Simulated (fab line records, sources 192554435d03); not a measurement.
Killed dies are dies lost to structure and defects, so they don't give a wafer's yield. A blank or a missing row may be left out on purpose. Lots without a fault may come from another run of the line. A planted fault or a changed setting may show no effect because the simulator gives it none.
One fault seen from 3 desks | flow n5_finfet | each desk has only its own numbers; what lay behind them comes last

THE METROLOGY DESK
What the gauges read, lot by lot, whatever tool the lot ran on: means of the sampled wafers that have a number. A lot is out of limits, marked OUT, if its mean lies more than 4 standard deviations from the usual mean; the brackets give that distance. Of its 12 readings 7 are shown: those that lie furthest out on some lot.
Columns: A = cd_nm at N5_BEOL_M4_CD_MEAS_28, usual 26.34 nm; B = V3_OVL at N5_BEOL_M4_OVL_MEAS_29, usual 0.5 nm; C = DIBL_N at N5_BEOL_M4_RC_MEAS_101, usual 37.4 mV/V; D = DIBL_P at N5_BEOL_M4_RC_MEAS_101, usual 37.8 mV/V; E = ION_P at N5_BEOL_M4_RC_MEAS_101, usual 467 uA/um; F = SS_N at N5_BEOL_M4_RC_MEAS_101, usual 71.9 mV/dec; G = VT_N at N5_BEOL_M4_RC_MEAS_101, usual 247 mV
lot  | first seen here | A     | B    | C    | D    | E   | F    | G
L246 | day 8 15:43     | 26.32 | 0.6  | 35.1 | 36.2 | 472 | 71.6 | 247
L245 | day 8 23:53     | 26.54 | 0.1  | 37.7 | 37.4 | 463 | 72.4 | 247
L256 | day 11 12:04    | 26.47 | 0.3  | 39.0 | 37.6 | 466 | 72.8 | 248
L261 | day 12 17:35    | 26.46 | 1.1  | 36.9 | 35.7 | 471 | 71.5 | 250
L262 | day 13 05:11    | 26.35 | -0.4 | 35.8 | 37.4 | 476 | 71.5 | 247
L264 | day 14 11:49    | 26.35 | 0.4  | 37.1 | 37.2 | 471 | 72.6 | 247
This desk's finding: nothing out of limits on any of the 6 lots.

THE DEFECT DESK
What the inspections along the route counted, lot by lot: means of the sampled wafers that have a number. A lot is out of limits, marked OUT, if its mean lies more than 4 standard deviations from the usual mean; the brackets give that distance.
Columns: A = raw_defect_count at N5_BEOL_M4_INSPECT_30, usual 384
lot  | first seen here | A
L246 | day 8 15:47     | 340
L245 | day 8 23:58     | 347
L256 | day 11 12:09    | 442
L261 | day 12 17:41    | 354
L262 | day 13 05:16    | 354
L264 | day 14 11:55    | 337
This desk's finding: nothing out of limits on any of the 6 lots.

THE TOOL OWNER'S DESK: rie_diel-01
The tool's own readings at N5_BEOL_M4_ETCH_70 (etches SOC in N2/H2, target depth 80 nm, overetch 24 nm, time 130 s): means of the sampled wafers that have a number, for each lot that ran on this tool. A lot is out of limits, marked OUT, if its mean lies more than 4 standard deviations from the usual mean; the brackets give that distance.
Columns: A = chamber_pressure_mTorr at N5_BEOL_M4_ETCH_70, usual 29.996 mTorr; B = drypump_motor_current_A at N5_BEOL_M4_ETCH_70, usual 5.5 A; C = oes_product_au at N5_BEOL_M4_ETCH_70, usual 0.59 a.u.; D = rf_fwd_power_W at N5_BEOL_M4_ETCH_70, usual 835.3 W; E = rf_vpp_V at N5_BEOL_M4_ETCH_70, usual 525.1 V; F = showerhead_plenum_p_Torr at N5_BEOL_M4_ETCH_70, usual 2.59 Torr; G = throttle_valve_pct at N5_BEOL_M4_ETCH_70, usual 17.87 %
lot  | first seen here | A      | B   | C    | D               | E               | F    | G
L246 | day 8 18:05     | 30.010 | 5.8 | 0.55 | 633.1 (-72) OUT | 571.9 (+19) OUT | 2.50 | 18.17
L245 | day 9 00:27     | 30.016 | 5.5 | 0.57 | 632.0 (-73) OUT | 573.6 (+19) OUT | 2.56 | 17.94
L261 | day 12 19:17    | 29.971 | 5.5 | 0.58 | 837.6           | 526.2           | 2.63 | 17.90
L262 | day 13 07:01    | 30.002 | 5.7 | 0.59 | 834.3           | 525.8           | 2.60 | 17.84
This desk's finding: out of limits on L245, L246; first on L246, day 8 18:05 (rf_fwd_power_W at N5_BEOL_M4_ETCH_70). In limits: L261, L262.

PUT TOGETHER
The tool owner's desk could have raised an alarm at day 8 18:05, on L245, L246.
The metrology desk saw nothing out of limits.
The defect desk saw nothing out of limits.
The metrology desk has L245, L246 on record, within its limits.
The defect desk has L245, L246 on record, within its limits.
Of the lots named, all ran N5_BEOL_M4_ETCH_70 on rie_diel-01.

WHAT THE SIMULATOR HAD PUT IN
Process parameter drift: rie_diel-01, from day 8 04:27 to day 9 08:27, at N5_BEOL_M4_ETCH_70. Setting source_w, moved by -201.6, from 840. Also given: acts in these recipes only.
Lots struck among those shown: L245, L246.
Hours from the fault's start to each desk's first reading out of limits: the tool owner's desk, 14.
